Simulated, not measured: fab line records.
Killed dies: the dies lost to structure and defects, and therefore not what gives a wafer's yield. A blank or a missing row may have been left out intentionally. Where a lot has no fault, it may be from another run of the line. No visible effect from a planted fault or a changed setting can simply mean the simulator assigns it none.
fab line records -- flow n5_finfet
record lots=4, wafers=12, last_day=19
route steps=1938 shown HKMG_FIN@409 BEOL_M4@1111 PASSIVATION@1936
lots with no fault: from the same line, run without faults
start_h: hours from the record's opening day to when the first of the lot's shown wafers began -- wait_h: how many hours have passed since the lot's step before this one -- " unchanged from the row above -- L1.1+2: a single row standing in for several wafers -- - no value present, or no start provided -- * or withheld: withheld -- < > ~ a bound
route shown NAME@n: names a module that has steps shown in the file, with the first one's number in the route -- usual: mean/standard deviation taken from wafers without a fault -- same: alike in all rows -- chamber/n: place in a boat -- sites: the reading at each site -- _std_site: their standard deviation -- _edge_site: mean of outer sites minus mean of inner sites -- radius_mm: how far each site lies from the wafer's centre -- mask NAME#n: copy n -- behind: the last tool/chamber to shape the wafer -- hold: why the lot was held/for how many hours/how that ended -- device: the n, p or np transistor that did not switch -- end of line: the same wafers' tests at the end of the route -- a step given without rows: its recipe and nothing more -- killed: dies lost to structure and defects at the first sort, not the wafer's yield -- map: dies across one wafer; x = killed, . = not, _ = none there
set.NAME: the setting the step ran with; set.NAME@STEP: the setting that earlier step ran with -- model.NAME: the simulator's own value behind a step, which no gauge read
lots at selected steps of the route; one table per step, one row per wafer
## steps
# step N5_HKMG_FIN_STRIP_60
# recipe chemistry=N2/H2, power_w=2500, temp_c=300, h2_frac=0.65, time_s=360, pressure_mtorr=withheld, n2_flow_sccm=1750, h2_flow_sccm=3250
# step N5_HKMG_FIN_WET_ETCH_77
# recipe chemistry=dHCl, mix=1:10000, temp_c=25, target=La2O3, stop_on=HfO2, target_depth_nm=2
# step N5_HKMG_FIN_WET_ETCH_78
# recipe chemistry=dNH4OH, mix=1:50, temp_c=25, target=Al2O3, stop_on=La2O3, target_depth_nm=4.5, dry=ipa_marangoni, rinse_time_s=30, rinse_temp_c=23
# step N5_HKMG_FIN_ALD_79
# recipe material=TiN, target_thk_a=15, temp_c=400, ald_precursor_family=TiCl4, ald_co_reactant=NH3, pulse_time_s=1, purge_time_s=3, co_reactant_purge_time_s=2, co_reactant_pulse_time_s=2, ald_cycles=68, pressure_torr=3
# step N5_HKMG_FIN_CVD_62
# recipe material=a-Si, target_thk_a=30, temp_c=500, precursor=Si2H6, pressure_torr=1, time_s=20.8
# step N5_HKMG_FIN_RTA_80
# recipe temp_c=withheld, time_s=2, ambient=N2, idle_temp_c=600, ramp_up_c_per_s=150, ramp_down_c_per_s=60, cool_to_c=600
# step N5_HKMG_FIN_PRECLEAN_64
# recipe chemistry=dHF, time_s=30, temp_c=25, dilution=withheld
# step N5_HKMG_FIN_WET_ETCH_65
# recipe chemistry=TMAH, temp_c=70, conc_wt_pct=5, target=a-Si, stop_on=TiN, time_s=49, target_depth_nm=3
# step N5_HKMG_FIN_WET_ETCH_81
# recipe chemistry=SC1, target=TiN, stop_on=HfO2, mix=1:1:5, temp_c=60, time_s=57, target_depth_nm=6
# step N5_HKMG_FIN_WET_ETCH_82
# recipe chemistry=dHCl, mix=1:10000, temp_c=25, target=La2O3, stop_on=HfO2, target_depth_nm=2, dry=ipa_marangoni, rinse_time_s=30, rinse_temp_c=23
# step N5_HKMG_FIN_ALD_36
# recipe material=TiN, target_thk_a=10, temp_c=400, ald_precursor_family=TiCl4, ald_co_reactant=NH3, pulse_time_s=1, purge_time_s=3, co_reactant_purge_time_s=2, co_reactant_pulse_time_s=2, ald_cycles=47, pressure_torr=3
# step N5_HKMG_FIN_PWFM_ALD_03
# recipe material=TiN, target_thk_a=20, temp_c=400, ald_precursor_family=TiCl4, ald_co_reactant=NH3, pulse_time_s=1, purge_time_s=3, co_reactant_purge_time_s=2, co_reactant_pulse_time_s=2, ald_cycles=91, pressure_torr=3
# usual ald_cycles=91/0, chamber_pressure_Torr=3.000/0.0058, heater_power_w=848/88, precursor_pulse_height_rel=0.997/0.021
# same pulse_time_s=1
lot.wafer,tool,chamber,start_h,wait_h,ald_cycles,chamber_pressure_Torr,heater_power_w,precursor_pulse_height_rel,model.TiN_of_HKMG_FIN_PWFM_ALD_03.thk_nm
L261.1,ald_metal-02,3,148.35,0.0,68,3.004,800,0.979,1.4
L261.5,ald_metal-02,2,148.35,0.0,68,3.001,696,0.997,1.4
L261.6,ald_metal-02,3,148.35,0.0,91,2.999,769,1.000,2
L263.3,ald_metal-02,2,155.49,0.0,68,2.996,701,0.991,1.6
L263.4,ald_metal-02,0,155.49,0.0,91,3.002,1011,0.972,2
L263.6,ald_metal-02,1,155.49,0.0,91,2.991,761,1.038,2
L267.3,ald_metal-01,3,176.75,0.0,91,2.991,847,1.029,2
L267.4,ald_metal-01,2,176.75,0.0,91,3.001,718,1.044,2
L267.5,ald_metal-01,2,176.75,0.0,91,3.003,731,1.014,2
L273.1,ald_metal-02,1,214.97,0.0,91,2.998,765,0.981,2
L273.4,ald_metal-02,2,214.97,0.0,91,2.999,703,0.987,2
L273.5,ald_metal-02,1,214.97,0.0,91,2.992,775,0.982,2
# step N5_HKMG_FIN_COAT_29
# recipe resist=SOC, temp_c=250, time_s=60, spin_rpm=1500, resist_thk_nm=300
# step N5_HKMG_FIN_COAT_30
# recipe resist=SiARC, temp_c=220, time_s=60, spin_rpm=1500, resist_thk_nm=35
# step N5_HKMG_FIN_COAT_06
# recipe resist=CAR-ArF, spin_rpm=1500, resist_thk_nm=90
# step N5_HKMG_FIN_EBR_08
# recipe solvent=PGMEA, ebr_width_mm=1.5
# step N5_HKMG_FIN_SOFTBAKE_07
# recipe temp_c=110, time_s=60, resist=CAR-ArF
# step N5_HKMG_FIN_EXPOSE_09
# recipe mask_id=NWFM, na=1.35, source_shape=conventional, sigma_outer=0.8, polarization=unpolarized, dose_mj=39.25
# step N5_HKMG_FIN_PEB_10
# recipe peb_temp_c=withheld, peb_time_s=60, resist=CAR-ArF
# step N5_HKMG_FIN_DEVELOP_11
# recipe develop_time_s=30, developer=TMAH, resist=CAR-ArF, dev_temp_c=23, rinse_liquid=diw, dry=air_spin
# step N5_HKMG_FIN_DESCUM_17
# recipe chemistry=O2, time_s=7.9, source_power_w=50, bias_power_w=20, pressure_mtorr=20, rf_frequency_hz=2.712e+07, temp_c=40, resist=CAR-ArF, o2_flow_sccm=225
# step N5_HKMG_FIN_ETCH_31
# recipe chemistry=CF4, target=SiARC, target_depth_a=455, mask_material=CAR-ArF, time_s=75.8, ion_energy_ev=80, pressure_mtorr=40, source_w=545, bias_w=36, Ar_flow_sccm=100, cf4_flow_sccm=100, ends=cleared
# step N5_HKMG_FIN_ETCH_32
# recipe chemistry=N2/H2, target=SOC, target_depth_a=2400, temp_c=40, time_s=300, ion_energy_ev=200, mask_material=SiARC, pressure_mtorr=30, source_w=840, bias_w=150, n2_flow_sccm=200, h2_flow_sccm=200
# step N5_HKMG_FIN_STRIP_33
# recipe chemistry=N2/H2, temp_c=40, n2_flow_sccm=200, h2_flow_sccm=200, rf_frequency_hz=6e+07
# step N5_HKMG_FIN_STRIP_34
# recipe chemistry=CF4, resist=SiARC, power_w=300, bias_power_w=75, pressure_mtorr=50, cf4_flow_sccm=150, rf_frequency_hz=6e+07
# step N5_HKMG_FIN_ETCH_35
# recipe chemistry=N2/H2, target=SOC, target_depth_a=2158, ion_energy_ev=65, bias_w=5, source_w=3000, time_s=243.4, pressure_mtorr=30, n2_flow_sccm=200, h2_flow_sccm=200
# step N5_HKMG_FIN_STRIP_92
# recipe chemistry=N2/H2, material=SOC, time_s=20, power_w=500, temp_c=40, pressure_mtorr=50, rf_frequency_hz=6e+07, bias_power_w=8, h2_frac=0.5, n2_flow_sccm=300, h2_flow_sccm=300
# step N5_HKMG_FIN_WET_ETCH_18
# recipe chemistry=SC1, target=TiN, mix=1:1:5, temp_c=*, time_s=55, target_depth_nm=5.2, dry=ipa_marangoni, rinse_time_s=30, rinse_temp_c=23
# step N5_HKMG_FIN_STRIP_19
# recipe chemistry=N2/H2, power_w=2500, temp_c=300, h2_frac=0.65, time_s=360, pressure_mtorr=withheld, n2_flow_sccm=1750, h2_flow_sccm=3250
# step N5_HKMG_FIN_ALD_91
# recipe material=TiN, target_thk_a=10, temp_c=400, ald_precursor_family=TiCl4, ald_co_reactant=NH3, pulse_time_s=1, purge_time_s=3, co_reactant_purge_time_s=2, co_reactant_pulse_time_s=2, ald_cycles=47, pressure_torr=3
# step N5_HKMG_FIN_COAT_85
# recipe resist=SOC, temp_c=250, time_s=60, spin_rpm=1500, resist_thk_nm=300
# step N5_HKMG_FIN_ETCH_86
# recipe chemistry=N2/H2, target=SOC, target_depth_a=3932, stop_on=TiN, ion_energy_ev=100, bias_w=61, pressure_mtorr=30, source_w=850, n2_flow_sccm=200, h2_flow_sccm=200
# step N5_HKMG_FIN_STRIP_89
# recipe chemistry=N2/H2, material=SOC, time_s=20, power_w=500, temp_c=40, pressure_mtorr=50, rf_frequency_hz=6e+07, bias_power_w=8, h2_frac=0.5, n2_flow_sccm=300, h2_flow_sccm=300
# step N5_HKMG_FIN_WET_ETCH_87
# recipe chemistry=SC1, target=TiN, mix=1:2:40, temp_c=50, time_s=154.2, target_depth_nm=4.7, dry=ipa_marangoni, rinse_time_s=30, rinse_temp_c=23
# step N5_HKMG_FIN_STRIP_88
# recipe chemistry=N2/H2, power_w=2500, temp_c=300, h2_frac=0.65, time_s=360, pressure_mtorr=withheld, n2_flow_sccm=1750, h2_flow_sccm=3250
# step N5_HKMG_FIN_NWFM_ALD_20
# recipe material=TiAlC, target_thk_a=20, temp_c=300, ald_precursor_family=TiCl4, ald_co_reactant=TEA, pulse_time_s=3, purge_time_s=2, co_reactant_purge_time_s=2, co_reactant_pulse_time_s=10, ald_cycles=7, pressure_torr=3
# step N5_HKMG_FIN_ALD_71
# recipe material=TiN, target_thk_a=10, temp_c=400, ald_precursor_family=TiCl4, ald_co_reactant=NH3, pulse_time_s=1, purge_time_s=3, co_reactant_purge_time_s=2, co_reactant_pulse_time_s=2, ald_cycles=47, pressure_torr=3
# step N5_HKMG_FIN_COAT_66
# recipe resist=SOC, temp_c=250, time_s=60, spin_rpm=1500, resist_thk_nm=300
# step N5_BEOL_M4_RC_MEAS_101
# usual DIBL_N=35.8/1.7, DIBL_P=35.3/2, IOFF_N=0.150/0.026, IOFF_P=0.194/0.029, IOFF_P_85C=3.4/0.42, IOFF_P_LIN=0.093/0.011, IOFF_P_LONG=0.000102/8.2e-06, ION_N=667/11, ION_P=456/7.1, SS_N=71.4/0.65, SS_P=73.1/0.64, VT_N=251/3, VT_P=-252/3.2, VT_P_LONG=-276.3/2.6, VT_P_LVT=-99.8/2.3
lot.wafer,tool,chamber,start_h,wait_h,DIBL_N[mV/V],DIBL_P[mV/V],IOFF_N[nA/um],IOFF_P[nA/um],IOFF_P_85C[nA/um],IOFF_P_LIN[nA/um],IOFF_P_LONG[nA/um],ION_N[uA/um],ION_P[uA/um],SS_N[mV/dec],SS_P[mV/dec],VT_N[mV],VT_P[mV],VT_P_LONG[mV],VT_P_LVT[mV]
L261.1,prober-02,0,286.57,0.0,37.1,38.5,0.168,0.125,2.2,0.055,7.4e-05,674,428,71.4,73.6,250,-267,-293.9,-117.9
L261.5,prober-02,0,286.57,0.0,35.1,35.9,0.134,0.103,1.9,0.049,7.7e-05,669,434,70.6,73.1,252,-268,-293.4,-119.9
L261.6,prober-02,0,286.57,0.0,35.1,34.1,0.126,0.182,3.1,0.089,0.000108,656,449,70.7,72.2,253,-250,-275.0,-100.9
L263.3,prober-01,0,287.26,0.3,36.0,35.9,0.151,0.096,1.9,0.046,7.3e-05,671,428,70.7,73.5,250,-272,-296.4,-120.1
L263.4,prober-01,0,287.26,0.3,33.9,32.7,0.123,0.162,2.9,0.082,0.000102,656,453,71.0,72.5,252,-254,-275.1,-101.1
L263.6,prober-01,0,287.26,0.3,33.7,33.0,0.113,0.160,2.9,0.082,0.000107,656,453,70.8,72.3,253,-254,-275.7,-103.1
L267.3,prober-01,0,328.23,0.5,39.4,37.0,0.190,0.205,3.6,0.097,9.8e-05,678,460,71.7,73.9,249,-251,-276.2,-97.7
L267.4,prober-01,0,328.23,0.5,36.6,35.6,0.147,0.191,3.4,0.093,0.000103,652,451,70.9,72.9,251,-254,-276.9,-99.6
L267.5,prober-01,0,328.23,0.5,35.1,33.1,0.126,0.163,3.0,0.084,0.000104,663,454,71.0,72.5,253,-252,-274.0,-99.7
L273.1,prober-02,0,349.42,0.0,37.4,38.4,0.191,0.199,3.6,0.090,8.7e-05,681,451,71.3,74.2,247,-255,-279.9,-98.7
L273.4,prober-02,0,349.42,0.0,38.1,39.3,0.192,0.207,3.7,0.093,8.9e-05,677,453,72.0,74.2,247,-252,-282.3,-98.7
L273.5,prober-02,0,349.42,0.0,34.7,35.7,0.144,0.164,3.0,0.079,8.6e-05,666,447,71.4,73.0,248,-255,-282.1,-101.2
# step N5_PASSIVATION_PROBE_49
# usual defect_limited_yield=91.5/1.4, killed_at_M0_to_M3=34/11, killed_at_M4_up=15/6, killed_at_contacts=11/5.9, killed_at_front_end=37/11, killed_at_other=3.6/2.9, killed_dies=101/17, killed_open=66/12, killed_short=33/7.8, sort_bin_5_function=5.0/0.97, sort_bin_6_memory=3.2/0.65, sort_bin_8_speed=0.02/0.2, sort_n_pass=1079/17, sort_yield_pct=91.4/1.4
# same gross_dies=1180, killed_at_back_side=0, sort_bin_4_leakage[%]=0
lot.wafer,tool,chamber,start_h,wait_h,defect_limited_yield[%],killed_at_M0_to_M3,killed_at_M4_up,killed_at_contacts,killed_at_front_end,killed_at_other,killed_dies,killed_open,killed_short,sort_bin_5_function[%],sort_bin_6_memory[%],sort_bin_8_speed[%],sort_n_pass,sort_yield_pct[%]
L263.3,prober-01,-,392.47,0.1,91.4,35,20,3,40,3,101,62,39,5.6,2.7,44.41,555,47.0
L261.1,prober-02,-,401.80,0.0,90.8,27,20,9,45,7,108,70,34,5.3,3.3,20.08,835,70.8
L261.5,prober-02,-,402.00,0.2,92.8,34,6,11,30,4,85,50,31,4.7,2.1,6.19,1022,86.6
# killed by level:class
L263.3 BEOL_M0_SAQP:geometric_particle:short=11 STI_FIN_REVEAL:geometric_particle:open=8 BEOL_M0_SAQP:geometric_particle:open=7 FIN_SAQP:geometric_particle:short=6 FIN_SAQP:geometric_particle:open=6 BEOL_M1:geometric_particle:open=6 BEOL_M2:geometric_particle:open=5 BEOL_M4:geometric_particle:open=5
L261.1 FIN_SAQP:geometric_particle:open=11 BEOL_M4:geometric_particle:open=11 BEOL_M0_SAQP:geometric_particle:short=9 FIN_SAQP:geometric_particle:short=8 MOL_CONTACT_COAG:geometric_particle:open=8 GATE_CUT:geometric_particle:open=6 BEOL_M3:geometric_particle:open=6 BEOL_M0_SAQP:geometric_particle:open=5
L261.5 BEOL_M0_SAQP:geometric_particle:short=10 MOL_CONTACT_COAG:geometric_particle:open=9 FIN_SAQP:geometric_particle:open=7 BEOL_M0_SAQP:geometric_particle:open=6 BEOL_M2:geometric_particle:open=5 STI_FIN_REVEAL:geometric_particle:open=4 GATE_CUT:geometric_particle:short=4 BEOL_M3:geometric_particle:open=4
# map L261.1 (x killed, . not)
_________________............________________
______________..x............x.._____________
___________......................x.__________
__________.........................x_________
________.....x.....................x.._______
_______.........x.................x....______
______.x.......x.................x......_____
_____.........xx..x......................____
____..x................x..........x.......___
___...x.....x.x..........x..........x....x.__
___x....x...x......x.....................xx__
__..x....................x...x.........x...._
__................x...........x...x........._
_x...........xxxx...........x........x...x.x.
_x.................x.................x...x...
_........x.x......x................x.........
_..x....x........................x.xx........
_........x......x......x........x............
_.........x....x.x...x.......................
_...............x...............x..x.........
_............x.........x.....x..xx..x........
__.................x.x...................x.._
__.x......xx.................x.........x...._
___.............................x........x.__
___..........x..............x..............__
____.................................x....___
_____x...x..............x..x.............____
______............................x..x.._____
_______...x..............x...x...x....x______
________..x..........................._______
__________..xx.x.......x.....x..x..._________
___________.....................x..__________
______________.x................_____________
_________________............________________
# map L263.6 (x killed, . not)
_________________x...........________________
______________..............x..._____________
___________........................__________
__________.......x.x........xx.x...._________
________...................xx........x_______
_______...........................x.x..______
______...............x..x.............x._____
_____.........xx.........................____
____..........x.....x........x............___
___.....................x.x.x.x............__
___...................x....x.......x.x.....__
__.xxx........x.............x...........x.x._
__..x............x.........................._
_......x..................x........x..x......
_...........x....x..x.........x.............x
_..x.....x....xx.......x............x........
_....x...x................................x..
_........xx.................x.......x......xx
_...x..x......x........................x.....
_...........x..........x..x..................
_..x...x...x.xx..........x............x..xx..
__...x..x.x....................x........x.xx_
__...x........x....x.............x.........._
___........x......x........................__
___..................x.....................__
____.......x..x........x...x.xx.....x.....___
_____.......x............................____
______.........x........................_____
_______................x..........x....______
________..............xx.............._______
__________.....x..x..............x.._________
___________..................x.x...__________
______________..........x.x.x..._____________
_________________......x.....________________
## key
first_sign step=N5_HKMG_FIN_PWFM_ALD_03, reading=ald_cycles, direction=down, sigmas=99+, usual=*, struck=*
effect step=N5_BEOL_M4_RC_MEAS_101, reading=VT_P_LVT, direction=down, sigmas=8.3, usual=-99.8, struck=-119.3
effect step=N5_BEOL_M4_RC_MEAS_101, reading=VT_P_LONG, direction=down, sigmas=7.1, usual=-276.3, struck=-294.6
effect step=N5_BEOL_M4_RC_MEAS_101, reading=VT_P, direction=down, sigmas=5.4, usual=-252, struck=-269
effect step=N5_BEOL_M4_RC_MEAS_101, reading=IOFF_P_LIN, direction=down, sigmas=3.9, usual=0.093, struck=0.050
effect step=N5_BEOL_M4_RC_MEAS_101, reading=ION_P, direction=down, sigmas=3.8, usual=456, struck=430
effect step=N5_BEOL_M4_RC_MEAS_101, reading=IOFF_P_85C, direction=down, sigmas=3.3, usual=3.4, struck=2.0
effect step=N5_BEOL_M4_RC_MEAS_101, reading=IOFF_P_LONG, direction=down, sigmas=3.3, usual=0.000102, struck=7.5e-05
effect step=N5_BEOL_M4_RC_MEAS_101, reading=IOFF_P, direction=down, sigmas=3, usual=0.194, struck=0.108
effect step=N5_PASSIVATION_PROBE_49, reading=sort_bin_8_speed, direction=up, sigmas=99+, usual=0.02, struck=23.56
model_effect step=N5_HKMG_FIN_PWFM_ALD_03, value=TiN_of_HKMG_FIN_PWFM_ALD_03.thk_nm, without=2, struck=1.467
met_at N5_HKMG_FIN_PWFM_ALD_03
struck_wafers L261.1,L261.5,L263.3
fault kind=process_parameter_drift, tool=ald_metal-02, chamber=-, onset_h=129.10, steps=N5_HKMG_FIN_PWFM_ALD_03, channel=ald_cycles, offset=*, shape=step, end_h=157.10, scope=struck_wafers_only, acts_in=*, stated=*
